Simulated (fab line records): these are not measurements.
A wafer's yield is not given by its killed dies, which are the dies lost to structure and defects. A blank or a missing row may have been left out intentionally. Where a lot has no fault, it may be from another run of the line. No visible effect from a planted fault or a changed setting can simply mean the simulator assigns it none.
Which tool is to blame? :: flow nand-harc :: Sampling: 11 lots, 33 wafers, 6 of 1159 route steps

== WHAT THE GAUGES READ, wafer by wafer ==
NHARC_A_CHANNEL_HOLE_D1_INSPECT_40. Usual: raw-defect-count at 58, with a standard deviation of 16.
lot: L213
measured: day 8 18:22
on: defect-inspect-01
raw-defect-count: 55 58 43
flag: 

lot: L214
measured: day 9 01:26
on: defect-inspect-02
raw-defect-count: 79 88 59
flag: 

lot: L216
measured: day 9 09:15
on: defect-inspect-01
raw-defect-count: 76 90 89
flag: 

lot: L219
measured: day 9 22:47
on: defect-inspect-01
raw-defect-count: 59 53 293
flag: OFF

lot: L227
measured: day 11 15:48
on: defect-inspect-02
raw-defect-count: 81 67 67
flag: 

lot: L230
measured: day 12 15:04
on: defect-inspect-02
raw-defect-count: 49 44 48
flag: 

lot: L229
measured: day 12 15:01
on: defect-inspect-01
raw-defect-count: 77 63 71
flag: 

lot: L231
measured: day 13 04:46
on: defect-inspect-01
raw-defect-count: 74 71 84
flag: 

lot: L232
measured: day 13 04:57
on: defect-inspect-02
raw-defect-count: 40 56 65
flag: 

lot: L234
measured: day 14 09:52
on: defect-inspect-02
raw-defect-count: 44 50 58
flag: 

lot: L235
measured: day 14 15:46
on: defect-inspect-01
raw-defect-count: 70 45 56
flag: 

NHARC_END_SORT_01. Usual: killed-at-array 28, standard deviation 11; killed-at-other 0.7, standard deviation 1.1; killed-at-periphery 2.9, standard deviation 2; killed-dies 32, standard deviation 11; killed-open 3.2, standard deviation 1.8; killed-short 2.0, standard deviation 1.4.
lot: L219
measured: day 20 11:31
on: prober-02
killed-at-array: 26 25 102
killed-at-other: 0 0 0
killed-at-periphery: 3 1 3
killed-dies: 29 26 105
killed-open: 3 2 5
killed-short: 0 2 3
flag: 

== WHAT TOOL EACH LOT RAN ON (gives the tool, then ch and the chambers of the sampled wafers, and finally the start) ==
lot: L213
NHARC_A_CHANNEL_HOLE_D1_ETCH_16: rie-diel-13 ch 0,2,3, day 8 13:42 or earlier
NHARC_A_CHANNEL_HOLE_D1_ETCH_22: har-etch-01 ch 0,1, day 8 13:42
NHARC_A_CHANNEL_HOLE_D1_ETCH_33: har-etch-01 ch 0,1, day 8 16:41
NHARC_A_CHANNEL_HOLE_D1_PRECLEAN_28: wet-bench-01 ch 0,2,5, day 8 18:02

lot: L214
NHARC_A_CHANNEL_HOLE_D1_ETCH_16: rie-diel-13 ch 0,1, day 8 20:23 or earlier
NHARC_A_CHANNEL_HOLE_D1_ETCH_22: har-etch-01 ch 0,1, day 8 20:23
NHARC_A_CHANNEL_HOLE_D1_ETCH_33: har-etch-01 ch 0,1, day 8 23:25
NHARC_A_CHANNEL_HOLE_D1_PRECLEAN_28: wet-bench-01 ch 2,6,7, day 9 01:06

lot: L216
NHARC_A_CHANNEL_HOLE_D1_ETCH_16: rie-diel-13 ch 0,1,2, day 9 04:31 or earlier
NHARC_A_CHANNEL_HOLE_D1_ETCH_22: har-etch-01 ch 0, day 9 04:31
NHARC_A_CHANNEL_HOLE_D1_ETCH_33: har-etch-01 ch 0, day 9 07:33
NHARC_A_CHANNEL_HOLE_D1_PRECLEAN_28: wet-bench-01 ch 1,2,7, day 9 08:55

lot: L219
NHARC_A_CHANNEL_HOLE_D1_ETCH_16: rie-diel-11 ch 0,2,3, day 9 18:02 or earlier
NHARC_A_CHANNEL_HOLE_D1_ETCH_22: har-etch-01 ch 0,1, day 9 18:02
NHARC_A_CHANNEL_HOLE_D1_ETCH_33: har-etch-01 ch 0,1, day 9 21:05
NHARC_A_CHANNEL_HOLE_D1_PRECLEAN_28: wet-bench-09 ch 3,4,5, day 9 22:28

lot: L227
NHARC_A_CHANNEL_HOLE_D1_ETCH_16: rie-diel-02 ch 0,1, day 11 11:03 or earlier
NHARC_A_CHANNEL_HOLE_D1_ETCH_22: har-etch-01 ch 0,1, day 11 11:03
NHARC_A_CHANNEL_HOLE_D1_ETCH_33: har-etch-01 ch 0,1, day 11 14:07
NHARC_A_CHANNEL_HOLE_D1_PRECLEAN_28: wet-bench-01 ch 1,4,7, day 11 15:28

lot: L230
NHARC_A_CHANNEL_HOLE_D1_ETCH_16: rie-diel-02 ch 0,1,3, day 12 10:24 or earlier
NHARC_A_CHANNEL_HOLE_D1_ETCH_22: har-etch-01 ch 0,1, day 12 10:24
NHARC_A_CHANNEL_HOLE_D1_ETCH_33: har-etch-01 ch 0,1, day 12 13:23
NHARC_A_CHANNEL_HOLE_D1_PRECLEAN_28: wet-bench-06 ch 4,6,7, day 12 14:44

lot: L229
NHARC_A_CHANNEL_HOLE_D1_ETCH_16: rie-diel-11 ch 0,2,3, day 12 10:16 or earlier
NHARC_A_CHANNEL_HOLE_D1_ETCH_22: har-etch-02 ch 0,1, day 12 10:16
NHARC_A_CHANNEL_HOLE_D1_ETCH_33: har-etch-02 ch 0,1, day 12 13:19
NHARC_A_CHANNEL_HOLE_D1_PRECLEAN_28: wet-bench-01 ch 4,5,6, day 12 14:42

lot: L231
NHARC_A_CHANNEL_HOLE_D1_ETCH_16: rie-diel-11 ch 1,2, day 13 00:07 or earlier
NHARC_A_CHANNEL_HOLE_D1_ETCH_22: har-etch-01 ch 0,1, day 13 00:07
NHARC_A_CHANNEL_HOLE_D1_ETCH_33: har-etch-01 ch 0,1, day 13 03:05
NHARC_A_CHANNEL_HOLE_D1_PRECLEAN_28: wet-bench-06 ch 3,6,7, day 13 04:26

lot: L232
NHARC_A_CHANNEL_HOLE_D1_ETCH_16: rie-diel-02 ch 1,2, day 13 00:05 or earlier
NHARC_A_CHANNEL_HOLE_D1_ETCH_22: har-etch-02 ch 0,1, day 13 00:05
NHARC_A_CHANNEL_HOLE_D1_ETCH_33: har-etch-02 ch 0,1, day 13 03:13
NHARC_A_CHANNEL_HOLE_D1_PRECLEAN_28: wet-bench-06 ch 5,6,7, day 13 04:38

lot: L234
NHARC_A_CHANNEL_HOLE_D1_ETCH_16: rie-diel-11 ch 0,3, day 14 05:06 or earlier
NHARC_A_CHANNEL_HOLE_D1_ETCH_22: har-etch-02 ch 0,1, day 14 05:06
NHARC_A_CHANNEL_HOLE_D1_ETCH_33: har-etch-02 ch 0,1, day 14 08:10
NHARC_A_CHANNEL_HOLE_D1_PRECLEAN_28: wet-bench-01 ch 0,5,7, day 14 09:32

lot: L235
NHARC_A_CHANNEL_HOLE_D1_ETCH_16: rie-diel-02 ch 1,2, day 14 10:52 or earlier
NHARC_A_CHANNEL_HOLE_D1_ETCH_22: har-etch-01 ch 0,1, day 14 10:52
NHARC_A_CHANNEL_HOLE_D1_ETCH_33: har-etch-01 ch 0,1, day 14 14:01
NHARC_A_CHANNEL_HOLE_D1_PRECLEAN_28: wet-bench-09 ch 0,1,3, day 14 15:26
- NHARC_A_CHANNEL_HOLE_D1_ETCH_16: etches the open film in O2/COS, target depth 3100 nm, time 806 s.
- NHARC_A_CHANNEL_HOLE_D1_ETCH_22: etches the open film in C4F8/O2/Ar, time 666.7 s, target depth 1600 nm.
- NHARC_A_CHANNEL_HOLE_D1_ETCH_33: etches the open film in C4F8/O2/Ar, time 90 s, target depth 400 nm.
- NHARC_A_CHANNEL_HOLE_D1_PRECLEAN_28: cleans in SC1.

== AS READ BY THE TOOLS THEMSELVES (means over the sampled wafers that have a number; for cases with no such wafer, the mark the record gives instead) ==
NHARC_A_CHANNEL_HOLE_D1_ETCH_16. Usual: drypump-motor-current-A 5.6 A, standard deviation 0.38; oes-product-au 0.998 a.u., standard deviation 0.0082; rf-fwd-power-W 499.5 W, standard deviation 1.5; rf-vpp-V 314.6 V, standard deviation 2.4; showerhead-plenum-p-Torr 3.16 Torr, standard deviation 0.15; throttle-valve-pct 28.330 %, standard deviation 0.01.
lot: L213
tool: rie-diel-13
drypump-motor-current-A (A): 5.3
oes-product-au (a.u.): 0.993
rf-fwd-power-W (W): 499.2
rf-vpp-V (V): 313.5
showerhead-plenum-p-Torr (Torr): 3.15
throttle-valve-pct (%): 28.323
flag: 

lot: L214
tool: rie-diel-13
drypump-motor-current-A (A): 5.7
oes-product-au (a.u.): 0.993
rf-fwd-power-W (W): 499.9
rf-vpp-V (V): 315.6
showerhead-plenum-p-Torr (Torr): 3.21
throttle-valve-pct (%): 28.338
flag: 

lot: L216
tool: rie-diel-13
drypump-motor-current-A (A): 5.5
oes-product-au (a.u.): 0.991
rf-fwd-power-W (W): 500.0
rf-vpp-V (V): 314.9
showerhead-plenum-p-Torr (Torr): 3.15
throttle-valve-pct (%): 28.339
flag: 

lot: L219
tool: rie-diel-11
drypump-motor-current-A (A): 5.6
oes-product-au (a.u.): 1.002
rf-fwd-power-W (W): 499.7
rf-vpp-V (V): 313.4
showerhead-plenum-p-Torr (Torr): 3.08
throttle-valve-pct (%): 28.327
flag: 

lot: L227
tool: rie-diel-02
drypump-motor-current-A (A): 6.1
oes-product-au (a.u.): 0.993
rf-fwd-power-W (W): 499.4
rf-vpp-V (V): 312.9
showerhead-plenum-p-Torr (Torr): 3.00
throttle-valve-pct (%): 28.324
flag: 

lot: L230
tool: rie-diel-02
drypump-motor-current-A (A): 5.9
oes-product-au (a.u.): 1.001
rf-fwd-power-W (W): 500.8
rf-vpp-V (V): 314.9
showerhead-plenum-p-Torr (Torr): 3.13
throttle-valve-pct (%): 28.336
flag: 

lot: L229
tool: rie-diel-11
drypump-motor-current-A (A): 5.6
oes-product-au (a.u.): 1.009
rf-fwd-power-W (W): 500.1
rf-vpp-V (V): 313.7
showerhead-plenum-p-Torr (Torr): 3.08
throttle-valve-pct (%): 28.330
flag: 

lot: L231
tool: rie-diel-11
drypump-motor-current-A (A): 5.5
oes-product-au (a.u.): 0.998
rf-fwd-power-W (W): 499.5
rf-vpp-V (V): 315.4
showerhead-plenum-p-Torr (Torr): 3.25
throttle-valve-pct (%): 28.326
flag: 

lot: L232
tool: rie-diel-02
drypump-motor-current-A (A): 6.0
oes-product-au (a.u.): 0.999
rf-fwd-power-W (W): 498.8
rf-vpp-V (V): 312.5
showerhead-plenum-p-Torr (Torr): 3.05
throttle-valve-pct (%): 28.320
flag: 

lot: L234
tool: rie-diel-11
drypump-motor-current-A (A): 5.4
oes-product-au (a.u.): 0.999
rf-fwd-power-W (W): 499.3
rf-vpp-V (V): 312.3
showerhead-plenum-p-Torr (Torr): 3.02
throttle-valve-pct (%): 28.333
flag: 

lot: L235
tool: rie-diel-02
drypump-motor-current-A (A): 5.7
oes-product-au (a.u.): 1.002
rf-fwd-power-W (W): 499.3
rf-vpp-V (V): 315.5
showerhead-plenum-p-Torr (Torr): 3.18
throttle-valve-pct (%): 28.328
flag: 

NHARC_A_CHANNEL_HOLE_D1_ETCH_22. Usual: drypump-motor-current-A 5.8 A, standard deviation 0.51; he-backside-leak-sccm 5.6 sccm, standard deviation 0.77; showerhead-plenum-p-Torr 3.73 Torr, standard deviation 0.063; throttle-valve-pct 32.155 %, standard deviation 0.009.
lot: L213
tool: har-etch-01
drypump-motor-current-A (A): 5.5
he-backside-leak-sccm (sccm): 6.0
showerhead-plenum-p-Torr (Torr): 3.81
throttle-valve-pct (%): 32.159
flag: 

lot: L214
tool: har-etch-01
drypump-motor-current-A (A): 5.5
he-backside-leak-sccm (sccm): 6.2
showerhead-plenum-p-Torr (Torr): 3.80
throttle-valve-pct (%): 32.151
flag: 

lot: L216
tool: har-etch-01
drypump-motor-current-A (A): 5.7
he-backside-leak-sccm (sccm): 6.6
showerhead-plenum-p-Torr (Torr): 3.82
throttle-valve-pct (%): 32.148
flag: 

lot: L219
tool: har-etch-01
drypump-motor-current-A (A): 5.4
he-backside-leak-sccm (sccm): 6.0
showerhead-plenum-p-Torr (Torr): 3.77
throttle-valve-pct (%): 32.154
flag: 

lot: L227
tool: har-etch-01
drypump-motor-current-A (A): 5.4
he-backside-leak-sccm (sccm): 5.9
showerhead-plenum-p-Torr (Torr): 3.76
throttle-valve-pct (%): 32.148
flag: 

lot: L230
tool: har-etch-01
drypump-motor-current-A (A): 5.5
he-backside-leak-sccm (sccm): 6.1
showerhead-plenum-p-Torr (Torr): 3.78
throttle-valve-pct (%): 32.158
flag: 

lot: L229
tool: har-etch-02
drypump-motor-current-A (A): 6.0
he-backside-leak-sccm (sccm): 5.2
showerhead-plenum-p-Torr (Torr): 3.68
throttle-valve-pct (%): 32.171
flag: 

lot: L231
tool: har-etch-01
drypump-motor-current-A (A): 5.5
he-backside-leak-sccm (sccm): 6.2
showerhead-plenum-p-Torr (Torr): 3.78
throttle-valve-pct (%): 32.155
flag: 

lot: L232
tool: har-etch-02
drypump-motor-current-A (A): 6.3
he-backside-leak-sccm (sccm): 5.1
showerhead-plenum-p-Torr (Torr): 3.66
throttle-valve-pct (%): 32.155
flag: 

lot: L234
tool: har-etch-02
drypump-motor-current-A (A): 6.0
he-backside-leak-sccm (sccm): 5.2
showerhead-plenum-p-Torr (Torr): 3.67
throttle-valve-pct (%): 32.160
flag: 

lot: L235
tool: har-etch-01
drypump-motor-current-A (A): 5.3
he-backside-leak-sccm (sccm): 5.2
showerhead-plenum-p-Torr (Torr): 3.75
throttle-valve-pct (%): 32.161
flag: 

NHARC_A_CHANNEL_HOLE_D1_ETCH_33. Usual: drypump-motor-current-A 5.8 A, standard deviation 0.51; he-backside-leak-sccm 5.6 sccm, standard deviation 0.65; rf-fwd-power-W 1987 W, standard deviation 6.1; showerhead-plenum-p-Torr 3.77 Torr, standard deviation 0.065; throttle-valve-pct 27.619 %, standard deviation 0.0096.
lot: L213
tool: har-etch-01
drypump-motor-current-A (A): 5.5
he-backside-leak-sccm (sccm): 6.6
rf-fwd-power-W (W): 1989
showerhead-plenum-p-Torr (Torr): 3.85
throttle-valve-pct (%): 27.620
flag: 

lot: L214
tool: har-etch-01
drypump-motor-current-A (A): 5.5
he-backside-leak-sccm (sccm): 5.7
rf-fwd-power-W (W): 1995
showerhead-plenum-p-Torr (Torr): 3.85
throttle-valve-pct (%): 27.624
flag: 

lot: L216
tool: har-etch-01
drypump-motor-current-A (A): 5.8
he-backside-leak-sccm (sccm): 6.4
rf-fwd-power-W (W): 1988
showerhead-plenum-p-Torr (Torr): 3.86
throttle-valve-pct (%): 27.618
flag: 

lot: L219
tool: har-etch-01
drypump-motor-current-A (A): 5.3
he-backside-leak-sccm (sccm): 5.7
rf-fwd-power-W (W): 1985
showerhead-plenum-p-Torr (Torr): 3.82
throttle-valve-pct (%): 27.621
flag: 

lot: L227
tool: har-etch-01
drypump-motor-current-A (A): 5.4
he-backside-leak-sccm (sccm): 5.8
rf-fwd-power-W (W): 1994
showerhead-plenum-p-Torr (Torr): 3.80
throttle-valve-pct (%): 27.616
flag: 

lot: L230
tool: har-etch-01
drypump-motor-current-A (A): 5.6
he-backside-leak-sccm (sccm): 6.1
rf-fwd-power-W (W): 1989
showerhead-plenum-p-Torr (Torr): 3.82
throttle-valve-pct (%): 27.627
flag: 

lot: L229
tool: har-etch-02
drypump-motor-current-A (A): 6.0
he-backside-leak-sccm (sccm): 5.2
rf-fwd-power-W (W): 1988
showerhead-plenum-p-Torr (Torr): 3.72
throttle-valve-pct (%): 27.622
flag: 

lot: L231
tool: har-etch-01
drypump-motor-current-A (A): 5.5
he-backside-leak-sccm (sccm): 6.1
rf-fwd-power-W (W): 1990
showerhead-plenum-p-Torr (Torr): 3.82
throttle-valve-pct (%): 27.631
flag: 

lot: L232
tool: har-etch-02
drypump-motor-current-A (A): 6.3
he-backside-leak-sccm (sccm): 5.0
rf-fwd-power-W (W): 1984
showerhead-plenum-p-Torr (Torr): 3.69
throttle-valve-pct (%): 27.613
flag: 

lot: L234
tool: har-etch-02
drypump-motor-current-A (A): 6.0
he-backside-leak-sccm (sccm): 5.2
rf-fwd-power-W (W): 1992
showerhead-plenum-p-Torr (Torr): 3.71
throttle-valve-pct (%): 27.622
flag: 

lot: L235
tool: har-etch-01
drypump-motor-current-A (A): 5.3
he-backside-leak-sccm (sccm): 5.0
rf-fwd-power-W (W): 1985
showerhead-plenum-p-Torr (Torr): 3.79
throttle-valve-pct (%): 27.624
flag: 

NHARC_A_CHANNEL_HOLE_D1_PRECLEAN_28. Usual: nh4oh-flow-mL-min 28.29, standard deviation 0.097; sc1-h2o2-end-mol-l 0.3699, standard deviation 0.00068.
lot: L213
tool: wet-bench-01
nh4oh-flow-mL-min: 28.34
sc1-h2o2-end-mol-l: 0.3691
flag: 

lot: L214
tool: wet-bench-01
nh4oh-flow-mL-min: 28.24
sc1-h2o2-end-mol-l: 0.3700
flag: 

lot: L216
tool: wet-bench-01
nh4oh-flow-mL-min: 28.27
sc1-h2o2-end-mol-l: 0.3697
flag: 

lot: L219
tool: wet-bench-09
nh4oh-flow-mL-min: 28.24
sc1-h2o2-end-mol-l: 0.3706
flag: 

lot: L227
tool: wet-bench-01
nh4oh-flow-mL-min: 28.31
sc1-h2o2-end-mol-l: 0.3704
flag: 

lot: L230
tool: wet-bench-06
nh4oh-flow-mL-min: 28.33
sc1-h2o2-end-mol-l: 0.3698
flag: 

lot: L229
tool: wet-bench-01
nh4oh-flow-mL-min: 28.43
sc1-h2o2-end-mol-l: 0.3698
flag: 

lot: L231
tool: wet-bench-06
nh4oh-flow-mL-min: 28.31
sc1-h2o2-end-mol-l: 0.3698
flag: 

lot: L232
tool: wet-bench-06
nh4oh-flow-mL-min: 28.15
sc1-h2o2-end-mol-l: 0.3705
flag: 

lot: L234
tool: wet-bench-01
nh4oh-flow-mL-min: 28.25
sc1-h2o2-end-mol-l: 0.3693
flag: 

lot: L235
tool: wet-bench-09
nh4oh-flow-mL-min: 28.31
sc1-h2o2-end-mol-l: 0.3702
flag: 

== THE ANSWER, worked out from the rows above alone ==
Rule: take the mean of a lot's wafers that have a number; if it is more than 3 standard deviations from the usual mean, the lot is off. A lot without any number at a reading at which 4 lots or more have one is off too. The other lots that the step has rows for count as sound. After the gauges, taken in route order, come the tools' own readings; for these a lot's mean is taken, as printed above. The first step at which some lot is off is used, and at that step the reading that is off furthest; a lot without a number counts as furthest.
Off at NHARC_A_CHANNEL_HOLE_D1_INSPECT_40 (raw-defect-count): L219.
If a tool, at a process step before that reading, ran all the lots that are off and no sound lot after the first of them, it fits. Gauges at NHARC_A_CHANNEL_HOLE_D1_INSPECT_40: tried the same way as those tools. NHARC_A_CHANNEL_HOLE_D1_ETCH_16 gives no start for some lots, so the hours and the order of its lots are those of NHARC_A_CHANNEL_HOLE_D1_ETCH_22. Not one of the candidates tried fits.

== WHAT THE SIMULATOR HAD PUT IN ==
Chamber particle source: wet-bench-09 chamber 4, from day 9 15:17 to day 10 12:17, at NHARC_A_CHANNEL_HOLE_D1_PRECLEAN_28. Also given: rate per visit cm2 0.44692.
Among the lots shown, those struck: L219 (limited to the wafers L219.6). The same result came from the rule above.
